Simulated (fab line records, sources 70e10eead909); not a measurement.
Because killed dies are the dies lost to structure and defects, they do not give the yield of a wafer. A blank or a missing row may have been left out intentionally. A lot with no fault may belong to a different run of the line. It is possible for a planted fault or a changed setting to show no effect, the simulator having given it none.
Matching of chambers :: flow nandHarc :: NHARC_A_M1_PRE_CLEAN_32 on pecvd-03 has 3 sister chambers
The step time 12 s. 3 wafers are shown with their chamber, then 12 later ones without.

## WAFERS PAIRED WITH THEIR CHAMBERS
wafer: L090.2
chamber: 1
heaterPowerW (W): 746

wafer: L090.3
chamber: 0
heaterPowerW (W): 430

wafer: L090.4
chamber: 2
heaterPowerW (W): 585

## WAFERS WHOSE CHAMBER IS MISSING
wafer: L092.3
heaterPowerW (W): 397

wafer: L092.5
heaterPowerW (W): 377

wafer: L092.6
heaterPowerW (W): 590

wafer: L093.1
heaterPowerW (W): 637

wafer: L093.3
heaterPowerW (W): 534

wafer: L093.6
heaterPowerW (W): 398

wafer: L094.2
heaterPowerW (W): 621

wafer: L094.4
heaterPowerW (W): 611

wafer: L094.6
heaterPowerW (W): 682

wafer: L097.2
heaterPowerW (W): 442

wafer: L097.4
heaterPowerW (W): 788

wafer: L097.6
heaterPowerW (W): 606

## CHAMBER TAKEN BY EACH
wafer: L092.3
from the rows above: 0
in truth: 0

wafer: L092.5
from the rows above: 0
in truth: 0

wafer: L092.6
from the rows above: 2
in truth: 2

wafer: L093.1
from the rows above: can't be placed: 2 or 1
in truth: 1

wafer: L093.3
from the rows above: can't be placed: 2 or 0
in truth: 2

wafer: L093.6
from the rows above: 0
in truth: 0

wafer: L094.2
from the rows above: 2
in truth: 2

wafer: L094.4
from the rows above: 2
in truth: 2

wafer: L094.6
from the rows above: can't be placed: 1 or 2
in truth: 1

wafer: L097.2
from the rows above: 0
in truth: 0

wafer: L097.4
from the rows above: 1
in truth: 1

wafer: L097.6
from the rows above: 2
in truth: 2
Correctly placed: 9 of 12. These rows do not allow placing 3 (true chamber among the candidates in 3). 0 placed wrongly.
How it was worked out, from the rows above alone: a wafer's distance from a chamber is the root of the sum, over the readings, of the square of ((its reading less the chamber's mean) divided by the reading's scatter). If the next closest chamber is less than 2 further off than the closest, the wafer can't be placed; otherwise it belongs to the closest. For every chamber, the mean is computed from those of its wafers that are shown. The scatter: root of mean squared gap, hidden wafer to nearest shown wafer, with one shown wafer a chamber.
